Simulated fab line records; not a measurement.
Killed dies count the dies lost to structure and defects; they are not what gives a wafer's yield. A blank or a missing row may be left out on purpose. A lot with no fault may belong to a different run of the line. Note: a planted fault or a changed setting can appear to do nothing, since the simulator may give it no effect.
Split-lot experiment :: flow n5 finfet :: 7 lots, 21 wafers read, on a route of 1938 steps

## SPLIT DETAILS
At N5_MOL_CONTACT_COAG_EXPOSE_37 (exposes mask VD, defocus 0 nm), the setting dose mj was moved away from the recipe's 62 on 8 of the 21 wafers read, by -6.5% to +6.2%. All remaining wafers had this setting at the recipe value.

## FROM THE SPLIT TO THE READING: what the file shows between them, 2 steps
- N5_MOL_CONTACT_COAG_PEB_38: peb time 60 s
- N5_MOL_CONTACT_COAG_DEVELOP_39: develop time 30 s

## THE READING
At N5_MOL_CONTACT_COAG_CD_MEAS_40: cd nm in nanometres, against a target cd of 25.1 nm. Fault-free wafers of this fab line usually give 25.08 nm, standard deviation 0.23 nm.

wafer: L076.4
tool, chamber at the split: euv scanner-01, 0
dose mj as run: 62
against the recipe: recipe
cd nm, nm: 25.27
against lot-mates on the recipe: -

wafer: L076.5
tool, chamber at the split: euv scanner-01, 0
dose mj as run: 62
against the recipe: recipe
cd nm, nm: 25.18
against lot-mates on the recipe: -

wafer: L076.6
tool, chamber at the split: euv scanner-01, 0
dose mj as run: 62
against the recipe: recipe
cd nm, nm: 25.05
against lot-mates on the recipe: -

wafer: L079.2
tool, chamber at the split: euv scanner-01, 0
dose mj as run: 62
against the recipe: recipe
cd nm, nm: 24.81
against lot-mates on the recipe: -

wafer: L079.3
tool, chamber at the split: euv scanner-01, 0
dose mj as run: 62
against the recipe: recipe
cd nm, nm: 24.82
against lot-mates on the recipe: -

wafer: L079.4
tool, chamber at the split: euv scanner-01, 0
dose mj as run: 62
against the recipe: recipe
cd nm, nm: 24.94
against lot-mates on the recipe: -

wafer: L080.1
tool, chamber at the split: euv scanner-01, 0
dose mj as run: 58
against the recipe: -6.5%
cd nm, nm: 23.64
against lot-mates on the recipe: -1.32

wafer: L080.3
tool, chamber at the split: euv scanner-01, 0
dose mj as run: 62
against the recipe: recipe
cd nm, nm: 24.96
against lot-mates on the recipe: -

wafer: L080.6
tool, chamber at the split: euv scanner-01, 0
dose mj as run: 58
against the recipe: -6.5%
cd nm, nm: 24.42
against lot-mates on the recipe: -0.54

wafer: L084.1
tool, chamber at the split: euv scanner-01, 0
dose mj as run: 64.96
against the recipe: +4.8%
cd nm, nm: 25.95
against lot-mates on the recipe: +0.86

wafer: L084.2
tool, chamber at the split: euv scanner-01, 0
dose mj as run: 62
against the recipe: recipe
cd nm, nm: 25.09
against lot-mates on the recipe: -

wafer: L084.4
tool, chamber at the split: euv scanner-01, 0
dose mj as run: 64.96
against the recipe: +4.8%
cd nm, nm: 26.29
against lot-mates on the recipe: +1.20

wafer: L087.2
tool, chamber at the split: euv scanner-02, 0
dose mj as run: 62
against the recipe: recipe
cd nm, nm: 24.74
against lot-mates on the recipe: -

wafer: L087.3
tool, chamber at the split: euv scanner-02, 0
dose mj as run: 62
against the recipe: recipe
cd nm, nm: 24.80
against lot-mates on the recipe: -

wafer: L087.4
tool, chamber at the split: euv scanner-02, 0
dose mj as run: 62
against the recipe: recipe
cd nm, nm: 25.41
against lot-mates on the recipe: -

wafer: L088.3
tool, chamber at the split: euv scanner-02, 0
dose mj as run: 62
against the recipe: recipe
cd nm, nm: 25.38
against lot-mates on the recipe: -

wafer: L088.4
tool, chamber at the split: euv scanner-02, 0
dose mj as run: 65.83
against the recipe: +6.2%
cd nm, nm: 26.32
against lot-mates on the recipe: +0.94

wafer: L088.5
tool, chamber at the split: euv scanner-02, 0
dose mj as run: 65.83
against the recipe: +6.2%
cd nm, nm: 26.34
against lot-mates on the recipe: +0.96

wafer: L092.1
tool, chamber at the split: euv scanner-01, 0
dose mj as run: 59.38
against the recipe: -4.2%
cd nm, nm: 24.27
against lot-mates on the recipe: -0.87

wafer: L092.2
tool, chamber at the split: euv scanner-01, 0
dose mj as run: 59.38
against the recipe: -4.2%
cd nm, nm: 24.05
against lot-mates on the recipe: -1.09

wafer: L092.3
tool, chamber at the split: euv scanner-01, 0
dose mj as run: 62
against the recipe: recipe
cd nm, nm: 25.14
against lot-mates on the recipe: -

FIT RESULTS
A straight line over all 21 wafers: cd nm changes by +0.194 nm for each +1% of dose mj; r = +0.94; the points scatter about the line by 0.24 nm.
The same after taking each lot's own level away (the mean of its wafers on the recipe; 21 wafers): +0.174 nm for each +1%; r = +0.94; scatter 0.23 nm.
Per that fit: largest dose mj move, reading shift of 1.1 nm.
The lots' own levels span 24.857 to 25.380 nm, that is 2.3 times the standard deviation above.
So the slope is not independent of the lot-to-lot level: the two fits are not the same.
Check: for one of the wafers moved furthest among these (-6.5%), held out of the fit, the line's prediction against its lot-mates is -1.06 nm. It came out at -1.32 nm against them.

## FURTHER SPLITS ON THESE WAFERS
Note: prior to the reading, these wafers also went through further splits. Each is held against what the fit with the lots' levels taken away leaves over:
other split on the same wafers: N5_MOL_CONTACT_COAG_EXPOSE_05 dose mj
wafers away from the commonest value: 8
r with cd nm (lot level and that fit taken away): +0.04

## THE FILE'S OWN FIT
cd nm changes by +0.174 nm for each +1% of dose mj, r = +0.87.
